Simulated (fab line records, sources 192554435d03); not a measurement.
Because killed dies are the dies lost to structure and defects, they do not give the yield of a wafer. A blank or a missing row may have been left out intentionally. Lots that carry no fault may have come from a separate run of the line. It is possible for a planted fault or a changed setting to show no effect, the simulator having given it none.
Matching of chambers ; flow n5Finfet ; N5_BEOL_M0_SAQP_PECVD_97 on pecvd-01 has 3 sister chambers
The step deposits SiNx from SiH4/NH3/N2, target thk 23 nm, time 19.9 s. 20 wafers are shown with their chamber, then 10 later ones without.

== EACH WAFER AND ITS CHAMBER ==
wafer;chamber;throttleValvePct (%);showerheadPlenumPTorr (Torr);heaterPowerW (W)
L074.2;1;36.4;5.15;510
L074.4;2;35.9;5.11;619
L074.5;1;36.3;5.15;500
L075.3;1;36.3;5.15;596
L075.5;2;36.1;5.11;585
L075.6;1;36.2;5.15;579
L076.2;0;41.5;5.20;436
L076.5;2;35.8;5.11;595
L076.6;0;41.8;5.21;443
L077.2;2;36.0;5.11;602
L077.4;2;35.8;5.11;636
L077.6;0;41.7;5.20;406
L078.3;1;36.2;5.15;573
L078.4;2;36.0;5.10;611
L078.6;0;42.0;5.22;477
L080.2;2;36.0;5.12;613
L080.4;2;36.0;5.12;634
L080.6;0;41.4;5.21;428
L082.2;0;41.8;5.22;442
L082.5;1;36.3;5.15;555

SIGNATURES, as means of the wafers listed above
reading;chamber 0;chamber 1;chamber 2;scatter within a chamber
throttleValvePct;41.700;36.283;35.950;0.143
showerheadPlenumPTorr;5.2100;5.1500;5.1113;0.00636
heaterPowerW;438.67;552.17;611.88;27.1
Rule: distance of a wafer from a chamber = root of the sum over the readings of ((wafer's reading minus chamber's mean) / reading's scatter) squared. The wafer belongs to the nearest chamber; if the next one is less than 2 further off, it can't be placed. How the scatter is found: for the shown wafers, subtract from each reading the mean of its chamber, square and add these, divide the total by (wafers less chambers), then take the root.

== WAFERS MISSING THEIR CHAMBER ==
wafer;throttleValvePct (%);showerheadPlenumPTorr (Torr);heaterPowerW (W)
L082.6;35.9;5.12;609
L084.2;36.5;5.14;618
L084.4;36.3;5.15;623
L084.6;36.1;5.11;582
L086.2;36.4;5.15;552
L086.3;36.2;5.09;595
L086.6;36.4;5.11;615
L096.1;36.7;5.11;592
L096.3;36.2;5.13;608
L096.4;36.5;5.15;610

== EACH ONE'S CHAMBER ==
wafer;from the rows above;in truth
L082.6;2;2
L084.2;1;1
L084.4;1;1
L084.6;2;2
L086.2;1;1
L086.3;2;2
L086.6;2;2
L096.1;can't be placed: 2 or 1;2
L096.3;can't be placed: 2 or 1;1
L096.4;1;1
Placed correctly: 8 of 10. Cannot be placed on the basis of these rows: 2; the candidates contain the true chamber in 2. Wrongly placed: 0.
